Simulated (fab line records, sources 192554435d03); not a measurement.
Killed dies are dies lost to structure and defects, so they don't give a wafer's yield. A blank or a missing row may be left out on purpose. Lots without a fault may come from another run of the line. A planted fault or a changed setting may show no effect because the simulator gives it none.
fab line records | flow n5_finfet
record lots=24 wafers=72 last_day=18
route steps=1938 shown BEOL_M1@753
lots that met no fault: from a run of the same line without faults
start_h: hours from the record's first day to the start of the lot's first wafer shown | wait_h: hours since the lot's step before | " the same as in the row above | L1.1+2: a row that stands for several wafers | - no value, or no start given | * or withheld: withheld | < > ~ a bound
route shown NAME@n: a module of which the file shows steps, and the number in the route of the first | usual: mean/standard deviation of fault-free wafers | same: alike in all rows | chamber/n: place in a boat | sites: the reading at each site | _std_site: their standard deviation | _edge_site: outer sites' mean less inner sites' | radius_mm: how far each site lies from the wafer's centre | mask NAME#n: copy n | behind: the tool/chamber that last shaped the wafer | hold: why the lot was held/for how many hours/how that ended | device: the transistor (n, p or np) that didn't switch | end of line: the same wafers' tests at the end of the route | a step without rows: its recipe alone | killed: dies lost to structure and defects at the first sort, not the wafer's yield | map: a wafer's dies, x killed, . not, _ none there
set.NAME: the setting as run; set.NAME@STEP: as run at that earlier step | model.NAME: the simulator's own value behind a step, which no gauge read
steps of the route over a sample of lots; a table a step, a row a wafer
services: from which hour (start_h, from the record's first day; less than 0 if before it) a tool's chamber was out of use, for how many hours, and why
## steps
# step N5_BEOL_M1_PECVD_72
# recipe material=SiO2 target_thk_a=160 temp_c=400 precursor=TEOS/O2 pressure_torr=5.5 rf_w=450 teos_flow_sccm=53.8 gas=O2 flow_sccm=3000 time_s=18
# usual heater_power_w=730/140 showerhead_plenum_p_Torr=8.76/0.033 throttle_valve_pct=22.2/0.95
# columns lot.wafer tool chamber start_h wait_h heater_power_w showerhead_plenum_p_Torr throttle_valve_pct
L074.2 pecvd-01 0 120.21 0.0 796 8.84 23.0
L074.3 " 1 " " 933 8.69 23.1
L074.5 " 1 " " 938 8.68 23.1
L075.2 pecvd-04 1 130.41 0.0 548 8.75 22.1
L075.4 " 0 " " 726 8.73 22.3
L075.6 " 1 " " 514 8.76 22.1
L076.3 pecvd-01 2 137.04 0.0 921 8.74 21.1
L076.4 " 0 " " 825 8.80 22.9
L076.6 " 1 " " 939 8.70 23.0
L077.1 pecvd-04 2 138.10 0.0 685 8.76 22.7
L077.2 " 1 " " 524 8.76 22.2
L077.3 " 0 " " 752 8.73 22.0
L078.1 pecvd-04 0 146.74 0.0 614 8.74 22.4
L078.2 " 2 " " 725 8.77 22.7
L078.5 " 1 " " 537 8.77 22.3
L079.1 pecvd-02 0 150.24 0.0 703 8.75 22.1
L079.3 " 2 " " 598 8.77 20.4
L079.5 " 2 " " 613 8.81 20.4
L080.4 pecvd-01 0 155.56 0.1 827 8.85 23.2
L080.5 " 1 " " 869 8.72 23.3
L080.6 " 2 " " 965 8.76 21.1
L081.2 pecvd-01 1 164.05 0.0 955 8.71 23.1
L081.3 " 0 " " 791 8.82 23.2
L081.4 " 1 " " 937 8.71 23.0
L082.3 pecvd-04 2 166.91 0.0 791 8.78 22.5
L082.4 " 0 " " 734 8.76 22.3
L082.6 " 2 " " 814 8.76 23.0
L083.1 pecvd-02 2 174.28 0.0 719 8.79 20.3
L083.4 " 0 " " 618 8.75 22.0
L083.5 " 2 " " 707 8.80 20.6
L084.2 pecvd-01 1 182.38 0.0 973 8.71 23.1
L084.3 " 2 " " 969 8.73 20.8
L084.6 " 0 " " 895 8.83 23.1
L085.3 pecvd-02 0 191.86 0.0 697 8.78 22.0
L085.5 " 2 " " 619 8.81 20.7
L085.6 " 0 " " 698 8.78 22.2
L087.1 pecvd-01 1 199.56 0.0 955 8.71 22.8
L087.2 " 0 " " 793 8.81 22.8
L087.5 " 0 " " 806 8.82 23.1
L086.2 pecvd-02 1 199.62 0.0 670 8.77 23.4
L086.3 " 1 " " 650 8.77 23.4
L086.6 " 2 " " 676 8.80 20.8
L088.1 pecvd-04 1 206.97 0.0 492 8.74 22.3
L088.5 " 0 " " 687 8.74 22.3
L088.6 " 1 " " 507 8.75 22.2
L089.1 pecvd-04 0 211.27 0.0 703 8.75 22.5
L089.2 " 1 " " 537 8.73 21.9
L089.6 " 0 " " 697 8.75 22.3
L090.1 pecvd-01 1 215.48 0.0 920 8.72 23.2
L090.4 " 0 " " 850 8.82 22.9
L090.5 " 2 " " 956 8.76 21.3
L091.1 pecvd-02 0 224.84 0.0 662 8.75 22.0
L091.4 " 0 " " 650 8.75 22.2
L091.5 " 2 " " 675 8.77 20.6
L092.2 pecvd-02 2 226.29 0.0 621 8.78 20.6
L092.3 " 1 " " 621 8.78 23.7
L092.6 " 1 " " 638 8.79 23.6
L093.2 pecvd-04 1 232.28 0.0 525 8.75 22.4
L093.5 " 1 " " 529 8.75 22.1
L093.6 " 2 " " 762 8.76 20.7
L094.2 pecvd-04 1 242.76 0.0 570 8.77 22.1
L094.3 " 0 " " 752 8.75 22.6
L094.4 " 2 " " 690 8.73 20.9
L096.3 pecvd-02 1 251.15 0.0 541 8.77 23.5
L096.4 " 1 " " 551 8.79 23.2
L096.5 " 2 " " 689 8.79 20.7
L095.3 pecvd-02 0 251.43 0.0 670 8.77 22.0
L095.5 " 2 " " 661 8.81 20.6
L095.6 " 1 " " 593 8.78 23.7
L097.2 pecvd-01 2 264.63 0.0 990 8.75 20.8
L097.4 " 0 " " 823 8.82 22.9
L097.5 " 2 " " 968 8.73 21.3
# step N5_BEOL_M1_OVL_MEAS_29
# recipe points_per_wafer=522
# usual V0_OVL=-0.5/0.65
# columns lot.wafer tool chamber start_h wait_h V0_OVL[nm]
L074.2 overlay-02 0 121.71 0.0 -1.6
L074.3 " 0 " " -0.9
L074.5 " 0 " " -1.9
L075.2 overlay-02 0 133.30 0.0 -1.3
L075.4 " 0 " " -0.1
L075.6 " 0 " " -0.1
L076.3 overlay-01 0 139.56 0.0 -0.8
L076.4 " 0 " " -0.8
L076.6 " 0 " " 0.6
L077.1 overlay-01 0 140.58 0.0 -1.5
L077.2 " 0 " " -1.6
L077.3 " 0 " " -0.8
L078.1 overlay-01 0 150.37 0.0 -1.2
L078.2 " 0 " " -0.8
L078.5 " 0 " " -0.3
L079.1 overlay-01 0 153.67 0.0 0.0
L079.3 " 0 " " -0.4
L079.5 " 0 " " 0.0
L080.4 overlay-01 0 159.00 0.0 -0.1
L080.5 " 0 " " -0.3
L080.6 " 0 " " 1.3
L081.2 overlay-02 0 167.18 0.0 -0.1
L081.3 " 0 " " 0.1
L081.4 " 0 " " -0.6
L082.3 overlay-01 0 172.07 0.0 0.0
L082.4 " 0 " " 0.6
L082.6 " 0 " " -0.2
L083.1 overlay-02 0 176.76 0.0 -1.3
L083.4 " 0 " " -0.1
L083.5 " 0 " " -0.3
L084.2 overlay-02 0 184.27 0.0 -0.5
L084.3 " 0 " " -1.1
L084.6 " 0 " " -1.3
L085.3 overlay-02 0 194.87 0.0 -0.3
L085.5 " 0 " " -0.2
L085.6 " 0 " " -1.4
L087.1 overlay-02 0 205.32 0.0 -0.7
L087.2 " 0 " " -0.5
L087.5 " 0 " " -0.4
L086.2 overlay-01 0 205.50 0.0 -0.7
L086.3 " 0 " " -1.0
L086.6 " 0 " " -0.4
L088.1 overlay-02 0 209.14 0.0 -0.1
L088.5 " 0 " " -0.1
L088.6 " 0 " " -0.9
L089.1 overlay-02 0 214.00 0.0 -0.6
L089.2 " 0 " " -0.5
L089.6 " 0 " " -1.0
L090.1 overlay-01 0 218.04 0.0 0.0
L090.4 " 0 " " -0.2
L090.5 " 0 " " -0.4
L091.1 overlay-02 0 227.78 0.0 -0.8
L091.4 " 0 " " -0.3
L091.5 " 0 " " -0.1
L092.2 overlay-02 0 228.72 0.0 -0.5
L092.3 " 0 " " -0.3
L092.6 " 0 " " -0.4
L093.2 overlay-02 0 234.32 0.0 0.1
L093.5 " 0 " " -0.3
L093.6 " 0 " " -1.4
L094.2 overlay-02 0 244.70 0.0 0.0
L094.3 " 0 " " -0.9
L094.4 " 0 " " -0.3
L096.3 overlay-01 0 252.80 0.0 0.1
L096.4 " 0 " " 0.6
L096.5 " 0 " " 0.4
L095.3 overlay-02 0 253.04 0.0 -0.5
L095.5 " 0 " " -0.5
L095.6 " 0 " " 0.0
L097.2 overlay-01 0 269.00 0.0 -0.7
L097.4 " 0 " " 0.0
L097.5 " 0 " " -1.5
# step N5_BEOL_M1_SPUTTER_90
# recipe material=Cu target_thk_a=45 temp_c=-20 chamber_pressure_pa=0.07 power_w=withheld time_s=8.29
# usual chuck_gas_flow_sccm=1.26/0.049 throttle_valve_pct=29.6/1
# columns lot.wafer tool chamber start_h wait_h chuck_gas_flow_sccm throttle_valve_pct
L074.2 pvd_sputter-01 - 137.26 0.1 1.26 32.5
L074.3 " - " " 1.23 30.9
L074.5 " - " " 1.29 31.9
L075.2 pvd_sputter-01 - 141.02 0.1 1.27 30.1
L075.4 " - " " 1.24 29.0
L075.6 " - " " 1.20 29.0
L076.3 pvd_sputter-03 - 143.66 0.1 1.31 30.4
L076.4 " - " " 1.18 29.4
L076.6 " - " " 1.36 30.4
L077.1 pvd_sputter-02 - 144.42 0.1 1.27 29.3
L077.2 " - " " 1.27 28.2
L077.3 " - " " 1.26 29.4
L078.1 pvd_sputter-02 - 155.97 0.1 1.26 29.0
L078.2 " - " " 1.25 29.4
L078.5 " - " " 1.16 28.1
L079.1 pvd_sputter-02 - 160.47 0.1 1.27 29.3
L079.3 " - " " 1.26 29.3
L079.5 " - " " 1.24 29.5
L080.4 pvd_sputter-01 - 167.74 0.1 1.29 32.2
L080.5 " - " " 1.22 28.9
L080.6 " - " " 1.27 29.9
L081.2 pvd_sputter-02 - 175.45 0.1 1.32 28.1
L081.3 " - " " 1.22 29.0
L081.4 " - " " 1.30 29.6
L082.3 pvd_sputter-02 - 179.43 0.1 1.22 28.1
L082.4 " - " " 1.27 29.4
L082.6 " - " " 1.23 29.6
L083.1 pvd_sputter-02 - 185.79 0.1 1.20 28.9
L083.4 " - " " 1.26 29.4
L083.5 " - " " 1.21 28.2
L084.2 pvd_sputter-02 - 190.37 0.1 1.21 28.3
L084.3 " - " " 1.16 29.6
L084.6 " - " " 1.21 28.2
L085.3 pvd_sputter-03 - 206.65 0.1 1.33 30.8
L085.5 " - " " 1.25 28.8
L085.6 " - " " 1.29 30.5
L087.1 pvd_sputter-02 - 215.83 0.1 1.31 28.9
L087.2 " - " " 1.23 28.1
L087.5 " - " " 1.31 29.5
L088.1 pvd_sputter-01 - 218.22 0.1 1.31 29.7
L088.5 " - " " 1.14 29.0
L088.6 " - " " 1.26 30.8
L086.2 pvd_sputter-03 - 218.46 0.1 1.29 30.2
L086.3 " - " " 1.19 30.7
L086.6 " - " " 1.18 29.3
L089.1 pvd_sputter-03 - 221.06 0.1 1.19 29.1
L089.2 " - " " 1.28 30.5
L089.6 " - " " 1.27 30.5
L090.1 pvd_sputter-02 - 222.42 0.1 1.22 29.3
L090.4 " - " " 1.22 28.9
L090.5 " - " " 1.22 29.4
L091.1 pvd_sputter-03 - 235.94 0.1 1.25 28.9
L091.4 " - " " 1.19 30.4
L091.5 " - " " 1.25 29.1
L092.2 pvd_sputter-03 - 240.14 0.1 1.36 30.8
L092.3 " - " " 1.26 28.9
L092.6 " - " " 1.29 29.1
L093.2 pvd_sputter-01 - 247.13 0.1 1.31 32.3
L093.5 " - " " 1.25 29.1
L093.6 " - " " 1.27 30.8
L094.2 pvd_sputter-02 - 259.56 0.1 1.28 29.4
L094.3 " - " " 1.15 29.0
L094.4 " - " " 1.35 29.5
L096.3 pvd_sputter-01 - 260.19 0.1 1.21 29.2
L096.4 " - " " 1.26 30.4
L096.5 " - " " 1.34 32.2
L095.3 pvd_sputter-03 - 263.28 0.1 1.30 30.4
L095.5 " - " " 1.27 30.6
L095.6 " - " " 1.31 29.0
L097.2 pvd_sputter-01 - 280.72 0.1 1.29 29.9
L097.4 " - " " 1.27 30.9
L097.5 " - " " 1.27 29.1
# step N5_BEOL_M1_SPUTTER_94
# recipe material=Cu target_thk_a=45 temp_c=-20 chamber_pressure_pa=0.07 power_w=withheld time_s=8.29
# usual chuck_gas_flow_sccm=1.26/0.054 throttle_valve_pct=29.7/1.1
# columns lot.wafer tool chamber start_h wait_h chuck_gas_flow_sccm throttle_valve_pct
L074.2 pvd_sputter-01 - 137.70 0.1 1.25 32.2
L074.3 " - " " 1.19 31.1
L074.5 " - " " 1.35 32.4
L075.2 pvd_sputter-01 - 141.46 0.1 1.34 30.1
L075.4 " - " " 1.16 29.3
L075.6 " - " " 1.32 29.0
L076.3 pvd_sputter-03 - 144.10 0.1 1.28 30.3
L076.4 " - " " 1.24 29.3
L076.6 " - " " 1.27 30.3
L077.1 pvd_sputter-02 - 144.86 0.1 1.20 29.4
L077.2 " - " " 1.35 28.2
L077.3 " - " " 1.20 29.3
L078.1 pvd_sputter-02 - 156.41 0.1 1.18 29.1
L078.2 " - " " 1.31 29.3
L078.5 " - " " 1.21 28.3
L079.1 pvd_sputter-02 - 160.91 0.1 1.34 29.5
L079.3 " - " " 1.31 29.1
L079.5 " - " " 1.25 29.2
L080.4 pvd_sputter-01 - 168.18 0.1 1.26 32.2
L080.5 " - " " 1.21 29.2
L080.6 " - " " 1.28 30.2
L081.2 pvd_sputter-02 - 175.89 0.1 1.29 27.9
L081.3 " - " " 1.27 28.8
L081.4 " - " " 1.25 29.4
L082.3 pvd_sputter-02 - 179.87 0.1 1.20 28.0
L082.4 " - " " 1.27 29.5
L082.6 " - " " 1.23 29.6
L083.1 pvd_sputter-02 - 186.23 0.1 1.15 28.9
L083.4 " - " " 1.25 29.2
L083.5 " - " " 1.20 28.1
L084.2 pvd_sputter-02 - 190.81 0.1 1.11 28.0
L084.3 " - " " 1.23 29.5
L084.6 " - " " 1.15 28.1
L085.3 pvd_sputter-03 - 207.09 0.1 1.27 30.4
L085.5 " - " " 1.30 29.0
L085.6 " - " " 1.29 30.7
L087.1 pvd_sputter-02 - 216.27 0.1 1.32 28.8
L087.2 " - " " 1.21 28.1
L087.5 " - " " 1.28 29.4
L088.1 pvd_sputter-01 - 218.66 0.1 1.34 30.2
L088.5 " - " " 1.38 29.0
L088.6 " - " " 1.27 31.1
L086.2 pvd_sputter-03 - 218.90 0.1 1.27 30.8
L086.3 " - " " 1.28 30.5
L086.6 " - " " 1.26 29.3
L089.1 pvd_sputter-03 - 221.50 0.1 1.24 28.9
L089.2 " - " " 1.36 30.4
L089.6 " - " " 1.29 30.3
L090.1 pvd_sputter-02 - 222.86 0.1 1.30 29.5
L090.4 " - " " 1.30 28.9
L090.5 " - " " 1.26 29.1
L091.1 pvd_sputter-03 - 236.38 0.1 1.26 28.9
L091.4 " - " " 1.28 30.7
L091.5 " - " " 1.20 29.3
L092.2 pvd_sputter-03 - 240.58 0.1 1.38 30.5
L092.3 " - " " 1.23 29.3
L092.6 " - " " 1.29 28.9
L093.2 pvd_sputter-01 - 247.57 0.1 1.25 32.0
L093.5 " - " " 1.22 28.9
L093.6 " - " " 1.31 31.1
L094.2 pvd_sputter-02 - 260.00 0.1 1.31 29.4
L094.3 " - " " 1.23 29.0
L094.4 " - " " 1.27 29.4
L096.3 pvd_sputter-01 - 260.63 0.1 1.24 29.2
L096.4 " - " " 1.42 30.1
L096.5 " - " " 1.29 32.7
L095.3 pvd_sputter-03 - 263.76 0.1 1.31 30.5
L095.5 " - " " 1.23 30.3
L095.6 " - " " 1.24 29.1
L097.2 pvd_sputter-01 - 281.16 0.1 1.31 29.9
L097.4 " - " " 1.26 30.8
L097.5 " - " " 1.18 29.2
# step N5_BEOL_M1_DEP_57
# recipe material=SiCN target_thk_a=80 temp_c=withheld precursor=3MS/NH3 pressure_torr=3 rf_w=202 time_s=14
# usual showerhead_plenum_p_Torr=3.660/0.0084 throttle_valve_pct=9.0/0.4
# columns lot.wafer tool chamber start_h wait_h showerhead_plenum_p_Torr throttle_valve_pct
L074.2 pecvd-01 2 138.90 0.0 3.644 8.7
L074.3 " 0 " " 3.669 9.3
L074.5 " 1 " " 3.655 9.1
L075.2 pecvd-04 1 142.66 0.0 3.662 9.1
L075.4 " 0 " " 3.650 9.1
L075.6 " 2 " " 3.664 9.4
L076.3 pecvd-02 2 145.31 0.0 3.667 8.3
L076.4 " 0 " " 3.669 9.1
L076.6 " 2 " " 3.668 8.5
L077.1 pecvd-01 2 146.17 0.0 3.647 8.5
L077.2 " 0 " " 3.680 9.3
L077.3 " 1 " " 3.655 9.3
L078.1 pecvd-04 0 157.66 0.0 3.665 9.1
L078.2 " 2 " " 3.654 9.4
L078.5 " 2 " " 3.653 9.4
L079.1 pecvd-02 1 162.11 0.0 3.668 9.4
L079.3 " 0 " " 3.659 8.9
L079.5 " 0 " " 3.666 9.0
L080.4 pecvd-02 1 169.45 0.0 3.663 9.6
L080.5 " 2 " " 3.659 8.3
L080.6 " 0 " " 3.656 8.8
L081.2 pecvd-02 2 177.10 0.0 3.667 8.2
L081.3 " 1 " " 3.669 9.5
L081.4 " 1 " " 3.658 9.4
L082.3 pecvd-01 0 181.30 0.0 3.671 9.4
L082.4 " 2 " " 3.654 8.4
L082.6 " 1 " " 3.653 9.4
L083.1 pecvd-01 1 187.44 0.0 3.647 9.4
L083.4 " 1 " " 3.646 9.5
L083.5 " 1 " " 3.652 9.1
L084.2 pecvd-01 1 192.02 0.0 3.659 9.4
L084.3 " 1 " " 3.648 9.5
L084.6 " 1 " " 3.643 9.5
L085.3 pecvd-02 2 208.48 0.0 3.670 8.2
L085.5 " 1 " " 3.663 9.4
L085.6 " 2 " " 3.660 8.4
L087.1 pecvd-04 1 217.50 0.0 3.666 8.9
L087.2 " 0 " " 3.657 8.9
L087.5 " 0 " " 3.652 9.0
L088.1 pecvd-02 1 219.86 0.0 3.661 9.7
L088.5 " 2 " " 3.674 8.4
L088.6 " 1 " " 3.666 10.0
L086.2 pecvd-04 0 220.30 0.0 3.662 9.1
L086.3 " 0 " " 3.652 9.3
L086.6 " 0 " " 3.660 9.2
L089.1 pecvd-01 2 222.97 0.0 3.651 8.7
L089.2 " 0 " " 3.669 9.6
L089.6 " 0 " " 3.673 9.6
L090.1 pecvd-01 1 224.58 0.0 3.640 9.3
L090.4 " 0 " " 3.667 9.2
L090.5 " 1 " " 3.646 9.1
L091.1 pecvd-02 0 237.58 0.0 3.656 8.8
L091.4 " 1 " " 3.669 9.6
L091.5 " 2 " " 3.660 8.6
L092.2 pecvd-04 0 241.78 0.0 3.657 9.3
L092.3 " 2 " " 3.664 8.5
L092.6 " 0 " " 3.653 9.1
L093.2 pecvd-01 2 248.77 0.0 3.659 8.6
L093.5 " 2 " " 3.660 8.3
L093.6 " 0 " " 3.673 9.2
L094.2 pecvd-01 1 261.21 0.0 3.642 9.4
L094.3 " 2 " " 3.655 8.7
L094.4 " 2 " " 3.655 8.5
L096.3 pecvd-01 2 262.09 0.0 3.658 8.6
L096.4 " 1 " " 3.648 9.4
L096.5 " 0 " " 3.679 9.5
L095.3 pecvd-04 2 265.00 0.0 3.655 8.3
L095.5 " 2 " " 3.658 8.5
L095.6 " 1 " " 3.655 9.0
L097.2 pecvd-04 0 282.36 0.0 3.659 9.1
L097.4 " 0 " " 3.663 8.9
L097.5 " 2 " " 3.655 8.2
# step N5_BEOL_M1_RS_MEAS_58
# recipe thk_meas_gauge=four-point-probe reads=Co_of_BEOL_M1_CO_CAP_55+Cu_of_BEOL_M1_ECD_50+Co_of_BEOL_M1_CVD_47+TaN_of_BEOL_M1_ALD_84
# usual M1_RS=0.67/0.035
# columns lot.wafer tool chamber start_h wait_h M1_RS[ohm/sq]
L074.2 film_metro-01 - 138.97 0.1 0.68
L074.3 " - " " 0.68
L074.5 " - " " 0.63
L075.2 film_metro-01 - 142.73 0.1 0.69
L075.4 " - " " 0.69
L075.6 " - " " 0.72
L076.3 film_metro-01 - 145.38 0.1 0.66
L076.4 " - " " 0.66
L076.6 " - " " 0.71
L077.1 film_metro-02 - 146.23 0.0 0.65
L077.2 " - " " 0.69
L077.3 " - " " 0.68
L078.1 film_metro-01 - 157.73 0.0 0.70
L078.2 " - " " 0.68
L078.5 " - " " 0.64
L079.1 film_metro-01 - 162.17 0.0 0.76
L079.3 " - " " 0.69
L079.5 " - " " 0.73
L080.4 film_metro-01 - 169.50 0.0 0.69
L080.5 " - " " 0.66
L080.6 " - " " 0.66
L081.2 film_metro-02 - 177.17 0.1 0.63
L081.3 " - " " 0.66
L081.4 " - " " 0.63
L082.3 film_metro-02 - 181.37 0.1 0.73
L082.4 " - " " 0.70
L082.6 " - " " 0.66
L083.1 film_metro-01 - 187.52 0.1 0.70
L083.4 " - " " 0.67
L083.5 " - " " 0.66
L084.2 film_metro-02 - 192.11 0.1 0.71
L084.3 " - " " 0.73
L084.6 " - " " 0.73
L085.3 film_metro-02 - 208.55 0.1 0.66
L085.5 " - " " 0.64
L085.6 " - " " 0.64
L087.1 film_metro-02 - 217.58 0.1 0.67
L087.2 " - " " 0.63
L087.5 " - " " 0.62
L088.1 film_metro-02 - 219.94 0.1 0.65
L088.5 " - " " 0.64
L088.6 " - " " 0.62
L086.2 film_metro-01 - 220.38 0.1 0.69
L086.3 " - " " 0.72
L086.6 " - " " 0.64
L089.1 film_metro-01 - 223.03 0.0 0.69
L089.2 " - " " 0.67
L089.6 " - " " 0.64
L090.1 film_metro-01 - 224.65 0.0 0.69
L090.4 " - " " 0.66
L090.5 " - " " 0.65
L091.1 film_metro-01 - 237.65 0.0 0.67
L091.4 " - " " 0.64
L091.5 " - " " 0.63
L092.2 film_metro-02 - 241.85 0.1 0.63
L092.3 " - " " 0.63
L092.6 " - " " 0.61
L093.2 film_metro-02 - 248.83 0.1 0.71
L093.5 " - " " 0.70
L093.6 " - " " 0.68
L094.2 film_metro-01 - 261.28 0.1 0.66
L094.3 " - " " 0.71
L094.4 " - " " 0.68
L096.3 film_metro-02 - 262.16 0.1 0.69
L096.4 " - " " 0.64
L096.5 " - " " 0.62
L095.3 film_metro-01 - 265.07 0.1 0.64
L095.5 " - " " 0.66
L095.6 " - " " 0.62
L097.2 film_metro-01 - 282.43 0.1 0.68
L097.4 " - " " 0.66
L097.5 " - " " 0.68
## services
# columns tool chamber start_h hours kind
pecvd-02 - 102.66 6.0 pm
pecvd-04 - 133.78 1.2 repair
pvd_sputter-03 - 157.71 0.7 repair
pecvd-01 1 166.73 5.5 scheduled_down
pecvd-01 2 187.26 6.8 repair
pecvd-02 2 192.60 5.5 scheduled_down
pecvd-02 0 198.06 2.1 scheduled_down
pecvd-04 2 202.38 - clean
pecvd-04 2 202.38 - consumable_replace:showerhead
pecvd-04 2 202.38 29.0 scheduled_down
pecvd-04 2 202.38 29.0 vent_cycle
pecvd-01 - 266.59 2.8 pm
## key
fault none
